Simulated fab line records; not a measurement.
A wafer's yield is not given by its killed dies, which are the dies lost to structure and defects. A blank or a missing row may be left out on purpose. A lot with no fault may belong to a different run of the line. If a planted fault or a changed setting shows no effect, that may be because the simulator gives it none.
Chamber matching + flow n5_finfet + ald_sin-03 running N5_SD_EPI_N_LINER_46: 4 sister chambers
The step material SiNx, target thk 3 nm. 16 wafers are shown with their chamber, then 8 later ones without.

== WAFERS, EACH WITH ITS CHAMBER ==
| wafer  | chamber | heater_power_w (W) |
|--------|---------|--------------------|
| L078.4 | 1       | 804                |
| L078.5 | 3       | 803                |
| L078.6 | 0       | 888                |
| L080.1 | 3       | 798                |
| L080.2 | 2       | 995                |
| L080.3 | 0       | 882                |
| L080.4 | 1       | 828                |
| L080.5 | 3       | 793                |
| L080.6 | 0       | 894                |
| L082.1 | 2       | 1006               |
| L082.2 | 1       | 800                |
| L082.3 | 0       | 877                |
| L082.4 | 3       | 794                |
| L082.5 | 0       | 882                |
| L082.6 | 1       | 804                |
| L091.1 | 1       | 823                |

SIGNATURES (averages over the wafers above)
| reading        | chamber 0 | chamber 1 | chamber 2 | chamber 3 | scatter within a chamber |
|----------------|-----------|-----------|-----------|-----------|--------------------------|
| heater_power_w | 884.60    | 811.80    | 1000.50   | 797.00    | 8.86                     |
Rule: a wafer's distance from a chamber is the root of the sum, over the readings, of the square of ((its reading less the chamber's mean) divided by the reading's scatter). If the next closest chamber is less than 2 further off than the closest, the wafer can't be placed; otherwise it belongs to the closest. The scatter: take each reading less its chamber's mean, square it, sum over the shown wafers, divide by the number of wafers less the number of chambers, and take the root.

== WAFERS WITHOUT THEIR CHAMBER ==
| wafer  | heater_power_w (W) |
|--------|--------------------|
| L091.4 | 885                |
| L091.5 | 815                |
| L094.1 | 791                |
| L094.2 | 819                |
| L094.3 | 974                |
| L094.4 | 895                |
| L094.5 | 1042               |
| L094.6 | 794                |

== WHICH CHAMBER EACH WENT THROUGH ==
| wafer  | from the rows above     | in truth |
|--------|-------------------------|----------|
| L091.4 | 0                       | 0        |
| L091.5 | can't be placed: 1 or 3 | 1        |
| L094.1 | can't be placed: 3 or 1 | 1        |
| L094.2 | can't be placed: 1 or 3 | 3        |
| L094.3 | 2                       | 2        |
| L094.4 | 0                       | 0        |
| L094.5 | 2                       | 2        |
| L094.6 | can't be placed: 3 or 1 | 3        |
Correct placement for 4 of the 8. Unplaceable from these rows: 4, with the true chamber sitting among the candidates in 4. Wrongly placed: 0.
